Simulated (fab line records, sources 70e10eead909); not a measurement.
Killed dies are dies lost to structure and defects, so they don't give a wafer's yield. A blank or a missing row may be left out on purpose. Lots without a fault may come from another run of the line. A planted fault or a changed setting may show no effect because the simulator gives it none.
fab line records | flow nand_harc
record lots=12 wafers=34 last_day=24
route steps=1159 shown A_M1@1034
lots that met no fault: from a run of the same line without faults
start_h: hours from the record's first day to the start of the lot's first wafer shown | wait_h: hours since the lot's step before | " the same as in the row above | L1.1+2: a row that stands for several wafers | - no value, or no start given | * or withheld: withheld | < > ~ a bound
route shown NAME@n: a module of which the file shows steps, and the number in the route of the first | usual: mean/standard deviation of fault-free wafers | same: alike in all rows | chamber/n: place in a boat | sites: the reading at each site | _std_site: their standard deviation | _edge_site: outer sites' mean less inner sites' | radius_mm: how far each site lies from the wafer's centre | mask NAME#n: copy n | behind: the tool/chamber that last shaped the wafer | hold: why the lot was held/for how many hours/how that ended | device: the transistor (n, p or np) that didn't switch | end of line: the same wafers' tests at the end of the route | a step without rows: its recipe alone | killed: dies lost to structure and defects at the first sort, not the wafer's yield | map: a wafer's dies, x killed, . not, _ none there
set.NAME: the setting as run; set.NAME@STEP: as run at that earlier step | model.NAME: the simulator's own value behind a step, which no gauge read
steps of the route over a sample of lots; a table a step, a row a wafer
services: from which hour (start_h, from the record's first day; less than 0 if before it) a tool's chamber was out of use, for how many hours, and why
## steps
# step NHARC_A_M1_PEB_07
# recipe peb_temp_c=100 peb_time_s=65
# columns lot.wafer tool chamber start_h wait_h
L716.1+2+3 litho_track-01 0 410.85 0.1
L719.2+4+5 litho_track-01 0 421.01 0.1
L718.2+4+6 litho_track-06 0 421.28 0.1
L722.1+5+6 litho_track-01 0 442.51 0.1
L724.2+4+5 litho_track-01 0 453.41 0.1
L725.1+4+6 litho_track-01 0 453.85 0.1
L721.1+2+6 litho_track-06 0 462.06 0.1
L728.1+2+4 litho_track-01 0 464.02 0.1
L731.4+5 litho_track-01 0 484.78 0.0
L732.4+5 litho_track-01 0 498.57 0.0
L736.1+2+5 litho_track-01 0 510.82 0.1
L738.1+2+3 litho_track-04 0 526.31 0.1
# step NHARC_A_M1_CD_MEAS_09
# recipe target_cd_nm=120 landing_energy_ev=500
# usual cd_nm=120.2/0.54
# columns lot.wafer tool chamber start_h wait_h cd_nm
L716.1 cd_sem-01 0 410.92 - 119.2
L716.2 " 0 " " 120.1
L716.3 " 0 " " 120.0
L719.2 cd_sem-02 0 421.09 - 120.6
L719.4 " 0 " " 119.8
L719.5 " 0 " " 120.4
L718.2 cd_sem-02 0 421.37 - 120.2
L718.4 " 0 " " 119.5
L718.6 " 0 " " 120.8
L722.1 cd_sem-01 0 442.59 - 119.6
L722.5 " 0 " " 119.7
L722.6 " 0 " " 120.4
L724.2 cd_sem-02 0 453.49 - 120.1
L724.4 " 0 " " 119.4
L724.5 " 0 " " 120.8
L725.1 cd_sem-02 0 453.93 - 120.6
L725.4 " 0 " " 120.7
L725.6 " 0 " " 121.4
L721.1 cd_sem-02 0 462.14 - 119.4
L721.2 " 0 " " 120.8
L721.6 " 0 " " 120.5
L728.1 cd_sem-03 0 464.10 - 120.0
L728.2 " 0 " " 120.3
L728.4 " 0 " " 119.3
L731.4 cd_sem-03 0 484.86 - 120.4
L731.5 " 0 " " 123.3
L732.4 cd_sem-02 0 498.66 - 120.5
L732.5 " 0 " " 123.0
L736.1 cd_sem-02 0 510.90 - 123.1
L736.2 " 0 " " 120.2
L736.5 " 0 " " 122.1
L738.1 cd_sem-03 0 526.39 - 119.2
L738.2 " 0 " " 119.1
L738.3 " 0 " " 118.8
# step NHARC_A_M1_DESCUM_14
# recipe time_s=3 o2_flow_sccm=200 ar_flow_sccm=0 bias_power_w=0 chemistry=O2
# usual chamber_pressure_mTorr=60.01/0.054 drypump_motor_current_A=5.4/0.34 oes_product_au=1.002/0.0095 rf_vpp_V=57.8/0.95 showerhead_plenum_p_Torr=1.92/0.079 throttle_valve_pct=11.311/0.0095
# columns lot.wafer tool chamber start_h wait_h chamber_pressure_mTorr drypump_motor_current_A oes_product_au rf_hours_counter_h rf_vpp_V showerhead_plenum_p_Torr throttle_valve_pct
L716.2 rie_diel-12 3 411.11 0.1 60.04 5.4 0.999 1 57.1 1.80 11.310
L716.1 " 1 " " 60.03 4.9 1.013 1 58.2 1.93 11.318
L716.3 " 1 " " 60.02 5.0 1.019 - 57.9 1.93 11.316
L719.2 rie_diel-01 0 421.29 0.1 59.99 4.9 1.013 2 58.6 2.05 11.320
L719.4 " 1 " " 59.87 5.7 1.007 2 58.2 2.02 11.329
L719.5 " 2 " " 60.06 5.4 1.004 - 57.7 1.92 11.304
L718.2 rie_diel-10 2 421.56 0.1 60.09 5.8 0.995 7 57.5 1.85 11.306
L718.6 " 1 " " 60.07 5.6 0.989 - 58.7 1.88 11.305
L718.4 " 2 " " 60.04 5.7 0.991 - 58.7 1.85 11.311
L722.1 rie_diel-10 0 442.80 0.1 60.07 5.3 1.014 6 57.3 1.81 11.319
L722.5 " 2 " " 60.04 5.7 0.996 - 57.3 1.85 11.310
L722.6 " 3 " " 59.93 5.1 1.016 - 57.4 1.97 11.289
L724.4 rie_diel-01 3 453.69 0.1 59.98 5.3 1.010 3 58.5 1.93 11.327
L724.2 " 0 " " 59.97 4.9 0.995 4 59.1 2.05 11.310
L724.5 " 0 " " 60.05 4.9 1.001 - 58.6 2.05 11.319
L725.1 rie_diel-12 1 454.12 0.1 60.00 4.9 1.014 4 58.1 1.93 11.286
L725.4 " 2 " " 59.96 5.2 1.008 0 55.8 1.87 11.315
L725.6 " 1 " " 59.95 5.0 1.006 - 57.4 1.93 11.322
L721.2 rie_diel-10 2 462.34 0.1 59.88 5.7 0.991 9 58.2 1.85 11.317
L721.1 " 0 " " 60.05 5.3 1.008 7 57.4 1.81 11.312
L721.6 " 1 " " 60.06 5.5 0.993 - 57.3 1.88 11.291
L728.2 rie_diel-01 0 464.29 0.1 59.95 4.9 1.009 4 59.1 2.05 11.309
L728.1 " 2 " " 60.03 5.3 1.009 4 58.4 1.92 11.330
L728.4 " 3 " " 60.03 5.2 1.005 4 58.3 1.93 11.311
L731.4 rie_diel-01 1 485.07 0.1 59.94 5.7 0.997 4 56.6 2.02 11.309
L731.5 " 0 " " 59.97 4.9 1.007 - 59.2 2.05 11.327
L732.4 rie_diel-10 1 498.88 0.1 59.99 5.5 0.997 - 59.0 1.88 11.306
L732.5 " 2 " " 60.05 5.7 0.992 - 57.6 1.85 11.309
L736.2 rie_diel-01 0 511.09 0.1 59.90 4.9 0.999 0 60.2 2.05 11.307
L736.1 " 2 " " 59.95 5.3 1.012 0 58.6 1.92 11.306
L736.5 " 0 " " 59.99 5.0 0.998 - 57.4 2.05 11.311
L738.3 rie_diel-12 3 526.58 0.1 59.96 5.4 1.000 9 57.0 1.80 11.322
L738.2 " 0 " " 60.05 6.3 1.001 8 58.4 1.85 11.314
L738.1 " 1 " " 59.94 4.9 1.017 9 58.6 1.93 11.310
# step NHARC_A_M1_PRE_CLEAN_30
# recipe time_s=30 temp_c=280 gas=H2/He
# usual heater_power_w=421/44
# columns lot.wafer tool chamber start_h wait_h heater_power_w
L716.2 pvd_sputter-01 - - - 393
L716.3 " - " " 396
L716.1 " - " " 432
L718.4 pvd_sputter-02 - - - 416
L718.2 " - " " 385
L718.6 " - " " 410
L719.2 pvd_sputter-01 - - - 400
L719.4 " - " " 465
L719.5 " - " " 402
L722.1 pvd_sputter-03 - - - 378
L722.6 " - " " 382
L722.5 " - " " 392
L724.4 pvd_sputter-03 - - - 354
L724.2 " - " " 392
L724.5 " - " " 395
L725.4 pvd_sputter-02 - - - 411
L725.1 " - " " 427
L725.6 " - " " 393
L721.2 pvd_sputter-01 - - - 400
L721.1 " - " " 458
L721.6 " - " " 389
L728.1 pvd_sputter-01 - - - 407
L728.4 " - " " 455
L728.2 " - " " 434
L731.4 pvd_sputter-01 - - - 427
L731.5 " - " " 440
L732.4 pvd_sputter-01 - - - 400
L732.5 " - " " 393
L736.2 pvd_sputter-03 - - - 374
L736.1 " - " " 422
L736.5 " - " " 378
L738.3 pvd_sputter-02 - - - 428
L738.1 " - " " 406
L738.2 " - " " 546
# step NHARC_A_M1_PVD_20
# recipe target_thk_a=50 bias_v=168.6 power_w=15000 chamber_pressure_pa=0.12 time_s=8.06 substrate_temp_c=50 material=TaN
# usual throttle_valve_pct=30.8/1
# columns lot.wafer tool chamber start_h wait_h throttle_valve_pct
L716.2 pvd_sputter-01 - - - 30.4
L716.3 " - " " 31.1
L716.1 " - " " 32.0
L718.4 pvd_sputter-02 - - - 30.3
L718.2 " - " " 32.0
L718.6 " - " " 29.0
L719.2 pvd_sputter-01 - - - 32.1
L719.4 " - " " 31.2
L719.5 " - " " 31.7
L722.1 pvd_sputter-03 - - - 29.4
L722.6 " - " " 29.5
L722.5 " - " " 32.2
L724.4 pvd_sputter-03 - - - 29.3
L724.2 " - " " 31.6
L724.5 " - " " 29.3
L725.4 pvd_sputter-02 - - - 30.3
L725.1 " - " " 31.9
L725.6 " - " " 28.7
L721.2 pvd_sputter-01 - - - 31.1
L721.1 " - " " 31.5
L721.6 " - " " 31.2
L728.1 pvd_sputter-01 - - - 31.5
L728.4 " - " " 32.2
L728.2 " - " " 30.7
L731.4 pvd_sputter-01 - - - 32.4
L731.5 " - " " 30.4
L732.4 pvd_sputter-01 - - - 31.4
L732.5 " - " " 30.6
L736.1 pvd_sputter-03 - - - 29.2
L736.2 " - " " 32.1
L736.5 " - " " 29.4
L738.3 pvd_sputter-02 - - - 31.9
L738.1 " - " " 29.0
L738.2 " - " " 30.5
## services
# columns tool chamber start_h hours kind
pvd_sputter-02 - 392.00 10.0 pm
rie_diel-01 0 397.30 - clean
rie_diel-01 1 397.30 - clean
rie_diel-01 2 397.30 - clean
rie_diel-01 3 397.30 - clean
rie_diel-10 3 400.79 31.6 repair
rie_diel-12 0 401.28 11.8 repair
pvd_sputter-02 - 402.93 7.5 repair
rie_diel-01 0 421.83 - clean
rie_diel-01 1 421.83 - clean
rie_diel-01 2 421.83 - clean
rie_diel-01 3 421.83 - clean
pvd_sputter-03 - 424.48 15.2 repair
litho_track-01 - 443.00 7.0 pm
rie_diel-10 3 453.72 4.1 repair
pvd_sputter-03 - 458.09 10.0 pm
litho_track-06 - 467.00 7.0 pm
pvd_sputter-03 - 480.42 8.7 repair
litho_track-04 - 491.00 7.0 pm
rie_diel-01 - 491.80 9.0 pm
rie_diel-10 3 496.47 3.7 repair
rie_diel-01 1 513.21 7.0 repair
pvd_sputter-01 - 514.00 10.0 pm
pvd_sputter-02 - 521.76 2.1 repair
## key
first_sign step=NHARC_A_M1_CD_MEAS_09 reading=cd_nm direction=up sigmas=5 usual=120.2 struck=122.8
effect none on later readings
met_at NHARC_A_M1_PEB_07
struck_lots L731,L732,L736
struck_wafers L731.5,L732.5,L736.1,L736.5
not_acting_at NHARC_A_M1_DESCUM_14,NHARC_A_M1_PRE_CLEAN_30,NHARC_A_M1_PVD_20
onset_between 464.02 484.78
fault kind=process_parameter_drift tool=litho_track-01 chamber=- onset_h=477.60 steps=NHARC_A_M1_PEB_07 channel=peb_time_s offset=* shape=step end_h=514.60 scope=struck_wafers_only acts_in=* stated=*
